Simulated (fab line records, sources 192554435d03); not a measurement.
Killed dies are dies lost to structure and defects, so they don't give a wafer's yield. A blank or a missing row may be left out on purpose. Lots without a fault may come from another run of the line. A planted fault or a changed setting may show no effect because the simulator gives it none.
Split-lot experiment | flow n5_finfet | 7 lots, 39 wafers read, on a route of 1938 steps

THE SPLIT
At N5_GATE_CUT_ALD_22 (deposits SiNx, target thk 16 nm, pulse time 1 s, ald cycles 320), the setting ald_cycles was moved away from the recipe's 320 on 12 of the 39 wafers read, by -15.6% to +5.0%. The other wafers ran this setting at the recipe's value.

The reading is taken at the split's own step.

THE READING
SiNx_of_GATE_CUT_ALD_22.thk_nm (the simulator's own value, which no gauge read), in nm, at N5_GATE_CUT_ALD_22 (deposits SiNx, target thk 16 nm, pulse time 1 s, ald cycles 320). The file gives no usual value for it. The 27 wafers here that ran the recipe average 16.1 nm, standard deviation 0.1 nm.

wafer  | tool, chamber at the split | ald_cycles as run | against the recipe | SiNx_of_GATE_CUT_ALD_22.thk_nm, nm | against lot-mates on the recipe
L075.1 | ald_sin-02, 0              | 320               | recipe             | 16.2                               | -
L075.2 | ald_sin-02, 1,3,0,3,1      | 320               | recipe             | 16                                 | -
L075.3 | ald_sin-02, 1,3,0,3,1      | 320               | recipe             | 16                                 | -
L075.4 | ald_sin-02, 1,3,0,3,1      | 320               | recipe             | 16                                 | -
L075.5 | ald_sin-02, 1,3,0,3,1      | 320               | recipe             | 16                                 | -
L075.6 | ald_sin-02, 1,3,0,3,1      | 320               | recipe             | 16                                 | -
L077.1 | ald_sin-03, 1,0,2          | 320               | recipe             | 16.2                               | -
L077.4 | ald_sin-03, 1,0,2          | 320               | recipe             | 16.2                               | -
L077.6 | ald_sin-03, 1,0,2          | 320               | recipe             | 16.2                               | -
L077.2 | ald_sin-03, 2,3            | 279               | -12.8%             | 14                                 | -2.2
L077.3 | ald_sin-03, 2,3            | 279               | -12.8%             | 14                                 | -2.2
L077.5 | ald_sin-03, 1              | 279               | -12.8%             | 14.2                               | -2.0
L079.1 | ald_sin-02, 3,1            | 320               | recipe             | 16                                 | -
L079.6 | ald_sin-02, 3,1            | 320               | recipe             | 16                                 | -
L079.2 | ald_sin-02, 2,1            | 284               | -11.3%             | 14.2                               | -1.9
L079.3 | ald_sin-02, 2,1            | 284               | -11.3%             | 14.2                               | -1.9
L079.4 | ald_sin-02, 0              | 284               | -11.3%             | 14.4                               | -1.7
L079.5 | ald_sin-02, 0              | 320               | recipe             | 16.2                               | -
L092.1 | ald_sin-02, 3,1,2,0        | 320               | recipe             | 16                                 | -
L092.3 | ald_sin-02, 3,1,2,0        | 320               | recipe             | 16                                 | -
L092.4 | ald_sin-02, 3,1,2,0        | 320               | recipe             | 16                                 | -
L092.6 | ald_sin-02, 3,1,2,0        | 320               | recipe             | 16                                 | -
L092.2 | ald_sin-02, 0              | 320               | recipe             | 16.2                               | -
L092.5 | ald_sin-02, 3              | 320               | recipe             | 15.8                               | -
L093.1 | ald_sin-03, 2              | 320               | recipe             | 16.2                               | -
L093.2 | ald_sin-03, 0,3,1          | 270               | -15.6%             | 13.6                               | -2.5
L093.4 | ald_sin-03, 0,3,1          | 270               | -15.6%             | 13.6                               | -2.5
L093.6 | ald_sin-03, 0,3,1          | 270               | -15.6%             | 13.6                               | -2.5
L093.3 | ald_sin-03, 1,0            | 320               | recipe             | 16                                 | -
L093.5 | ald_sin-03, 1,0            | 320               | recipe             | 16                                 | -
L095.1 | ald_sin-02, 1,0,0          | 336               | +5.0%              | 16.8                               | +0.8
L095.2 | ald_sin-02, 1,0,0          | 336               | +5.0%              | 16.8                               | +0.8
L095.5 | ald_sin-02, 1,0,0          | 336               | +5.0%              | 16.8                               | +0.8
L095.3 | ald_sin-02, 2,3,1          | 320               | recipe             | 16                                 | -
L095.4 | ald_sin-02, 2,3,1          | 320               | recipe             | 16                                 | -
L095.6 | ald_sin-02, 2,3,1          | 320               | recipe             | 16                                 | -
L097.1 | ald_sin-02, 1,0            | 320               | recipe             | 16                                 | -
L097.2 | ald_sin-02, 1,0            | 320               | recipe             | 16                                 | -
L097.5 | ald_sin-02, 2              | 320               | recipe             | 16.2                               | -
Where a row lists several chambers, the file gives one row for several wafers and doesn't say which wafer went through which chamber.

THE FIT
A straight line over all 39 wafers: SiNx_of_GATE_CUT_ALD_22.thk_nm changes by +0.156 nm for each +1% of ald_cycles; r = +0.99; the points scatter about the line by 0.097 nm.
The same after taking each lot's own level away (the mean of its wafers on the recipe; 39 wafers): +0.161 nm for each +1%; r = +1.00; scatter 0.085 nm.
On that fit, the largest move of ald_cycles shifts the reading by 2.5 nm.
The lots' own levels span 16.00 to 16.20 nm, that is 1.9 times the standard deviation above.
So the lot-to-lot level changes the slope little: the two slopes agree.
Check: with one of the wafers moved furthest among these (-15.6%) left out of the fit, the line predicts -2.52 nm for it against its lot-mates. It came out at -2.47 nm against them.

OTHER SPLITS ON THESE WAFERS
These wafers also went through other splits before the reading. Each is held against what the fit with the lots' levels taken away leaves over:
other split on the same wafers        | wafers away from the commonest value | r with SiNx_of_GATE_CUT_ALD_22.thk_nm (lot level and that fit taken away)
N5_FIN_SAQP_ALD_61 ald_cycles         | 18                                   | +0.00
N5_FIN_CUT_CUT_ETCH_15 target_depth_a | 15                                   | -0.18
N5_DUMMY_GATE_ETCH_32 time_s          | 15                                   | -0.08

THE FILE'S OWN FIT
SiNx_of_GATE_CUT_ALD_22.thk_nm changes by +0.161 nm for each +1% of ald_cycles, r = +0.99.
